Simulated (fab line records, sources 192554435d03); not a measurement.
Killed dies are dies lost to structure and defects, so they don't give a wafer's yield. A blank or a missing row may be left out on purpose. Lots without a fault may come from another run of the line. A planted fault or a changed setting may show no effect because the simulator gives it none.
A struck lot beside a sound one | flow n5_finfet | 16 steps out of a route of 1938
Sound: wafers L629.2, L629.3, L629.4. Struck: wafer L644.2. (L644.1, L644.6 of the same lot were not struck and are left out.) The cause comes at the end.
At each step with rows: each side's tool, then ch and its chambers, then its first start. Under that, the readings that differ: sound wafers | struck wafers | difference of the means | sigmas: that difference in standard deviations of wafers without a fault.
alike: readings whose means differ by less than 2 such deviations, and words and numbers that are the same on both sides. not compared: withheld readings, readings that some wafer has no value for, bounds like >300 that may hide the same value, and numbers for which the record gives no deviation and whose values overlap.
The two part at a step that has a row with sigmas, a row that says differs or no value, or rows on one side only. Numbers that don't overlap but have no deviation are shown without sigmas and don't part them. A reading that every wafer of one side lacks parts them only if that side has two wafers or more.

first, 8 steps without rows for these wafers: N5_FIN_CUT_COAT_19 (time 60 s, resist thk 20 nm); N5_FIN_CUT_COAT_29 (time 60 s, resist thk 10 nm); N5_FIN_CUT_COAT_02 (resist thk 30 nm); N5_FIN_CUT_EBR_04; N5_FIN_CUT_SOFTBAKE_03 (time 60 s); N5_FIN_CUT_EXPOSE_05 (exposes mask FIN CUT); N5_FIN_CUT_PEB_06 (peb time 60 s); N5_FIN_CUT_DEVELOP_07 (develop time 30 s).
N5_FIN_CUT_CD_MEAS_08: target cd 29.1 nm.
  sound on cd_sem-03 ch 0, day 2 20:56; struck on cd_sem-03 ch 0, day 6 15:53
  alike: cd_nm
N5_FIN_CUT_OVL_MEAS_09:
  sound on overlay-01 ch 0, day 2 20:58; struck on overlay-01 ch 0, day 6 15:55
  alike: FIN_CUT_OVL
N5_FIN_CUT_INSPECT_10: inspects for defects (brightfield).
  sound on defect_inspect-02, day 2 21:01; struck on defect_inspect-01, day 6 15:59
  alike: raw_defect_count
N5_FIN_CUT_DESCUM_13: chemistry O2, time 7 s.
  sound on rie_diel-05 ch 1,2,3, day 2 21:04; struck on rie_diel-05 ch 2, day 6 16:29
  reading                | sound      | struck | difference | sigmas
  rf_hours_counter_h (h) | 208 187 12 | 232    | +96        |
  alike: drypump_motor_current_A, o2_flow_sccm, oes_product_au, rf_vpp_V, showerhead_plenum_p_Torr, throttle_valve_pct
N5_FIN_CUT_ETCH_30: etches underlayer in N2/H2, target depth 13 nm, time 10.4 s.
  sound on rie_diel-05 ch 1,2,3, day 2 21:05; struck on rie_diel-05 ch 2, day 6 16:31
  reading                | sound             | struck | difference | sigmas
  etch_rf_on_time_s (s)  | 10.22 10.33 9.93  | 6.15   | -4.01      | -15
  oes_product_au (a.u.)  | 0.59 0.61 0.82    | 0.79   | +0.12      | +2
  rf_hours_counter_h (h) | 208 187 12        | 232    | +96        |
  rf_vpp_V (V)           | 521.6 524.5 529.1 | 519.8  | -5.3       | -2
  throttle_valve_pct (%) | 17.79 17.60 17.38 | 17.89  | +0.30      | +2
  alike: bias_w, drypump_motor_current_A, showerhead_plenum_p_Torr
N5_FIN_CUT_ETCH_20: etches SiARC in CF4, target depth 26 nm, time 43.3 s.
  sound on rie_diel-05 ch 1,2,3, day 2 21:07; struck on rie_diel-05 ch 2, day 6 16:32
  reading                         | sound          | struck | difference | sigmas
  rf_hours_counter_h (h)          | 208 187 12     | 232    | +96        |
  showerhead_plenum_p_Torr (Torr) | 2.04 2.21 2.28 | 2.04   | -0.14      | -2
  alike: bias_w, drypump_motor_current_A, etch_rf_on_time_s, oes_product_au, rf_vpp_V, throttle_valve_pct
-- the record jumps here: 7 days lie between the struck wafers' starts before and after (it left off in module FIN_CUT and takes up again in module BEOL_M4, whose first step shown is number 1111 of the route) --
N5_BEOL_M4_RC_MEAS_101:
  sound on prober-02 ch 0, day 10 10:49; struck on prober-02 ch 0, day 14 01:40
  reading       | sound          | struck | difference | sigmas
  SS_N (mV/dec) | 72.4 71.4 71.7 | 70.4   | -1.4       | -2
  alike: DIBL_N, DIBL_P, IOFF_N, IOFF_P, ION_N, ION_P, SS_P, VT_N, VT_P
then, 1 step without rows for these wafers: N5_PASSIVATION_PROBE_49.

WHERE THEY PART
First at N5_FIN_CUT_ETCH_30; last, within this record, at N5_BEOL_M4_RC_MEAS_101.

WHY: what the simulator had put in
Process parameter drift: rie_diel-05, from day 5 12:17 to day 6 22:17, at N5_FIN_CUT_ETCH_30. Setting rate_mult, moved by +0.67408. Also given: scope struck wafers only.
